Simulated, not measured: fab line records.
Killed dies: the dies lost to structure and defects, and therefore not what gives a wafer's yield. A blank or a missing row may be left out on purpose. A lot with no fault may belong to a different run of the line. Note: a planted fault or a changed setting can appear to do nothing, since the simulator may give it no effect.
Problem report in the 8D (eight disciplines) form, filled by code    flow n5-finfet    the parts of the form that need people (team, actions taken, sign-off) are left out

## 1. PROBLEM STATEMENT
Mean of plate-temp-C at N5_BEOL_M13_COAT_65: 230.40 C across 6 wafers in 2 lots; on wafers with no fault it is 249.96 C (standard deviation 0.17). That is -99 or more standard deviations from the usual mean.
The step: time 60 s, resist thk 350 nm.
First seen on wafer L108.1, day 16 18:07, on litho-track-04. The record has a number at this step for 18 wafers belonging to 6 lots. The rule behind "out" and "out of limits": a value lying over 4 standard deviations away from the usual mean. All remaining wafers that have a number are taken as sound.

## 2. WHAT IT IS AND WHAT IT IS NOT
question                     is                                  is not
which readings at this step  plate-temp-C, heater-power-total-W  -
which lots                   L108, L998                          L107, L110, L114, L119
which wafers of those lots   all that have a number              -
read on which tools          litho-track-04                      litho-track-02, litho-track-03
when                         from day 16 18:07                   up to then (3 sound wafers); but 9 sound wafers of L110, L114, L119 came after

## 3. SUSPECTS, AND WHAT RULES EACH OUT
Counting: a tool stays on the suspect list if, at a process step up to the reading, it processed all lots that are out and no sound lot following the first of them.
- litho-track-04 at N5_BEOL_M13_COAT_65 (time 60 s, resist thk 350 nm): kept. It processed each lot that is out, first L108 at day 16 18:07, and no sound lot thereafter; up to then, the last sound lot it processed was L107 at day 16 12:14. On those wafers its own readings are out: heater-power-total-W, plate-temp-C.
After counting, what remains is litho-track-04 at N5_BEOL_M13_COAT_65.

## 4. THE CAUSE (what the simulator had put in)
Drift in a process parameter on litho-track-04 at N5_BEOL_M13_COAT_65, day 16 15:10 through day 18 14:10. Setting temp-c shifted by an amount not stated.
Only this tool survived the counting.

## 5. SEQUENCE OF EFFECTS, ordered by route
Rows list readings where the struck wafers' mean (over those with a number) sits beyond 3 standard deviations from the usual. Scope: only readings with a usual standard deviation given in the record; hours: median across lots of the time from each lot's start at the first step in this table that gives one to its start at this step; sigmas: change in usual standard deviations.
hours  step                 reading               usual     on struck wafers  change  sigmas
0      N5_BEOL_M13_COAT_65  heater-power-total-W  500.6 W   453.5             -47.1   -26
0      N5_BEOL_M13_COAT_65  plate-temp-C          249.96 C  230.40            -19.56  -99 or more
Its process steps:
- N5_BEOL_M13_COAT_65: time 60 s, resist thk 350 nm.

## 6. WHAT WOULD HAVE CAUGHT IT SOONER
3 hours passed between the start of the fault at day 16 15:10 and the first reading out of limits in this record, taken at day 16 18:07.
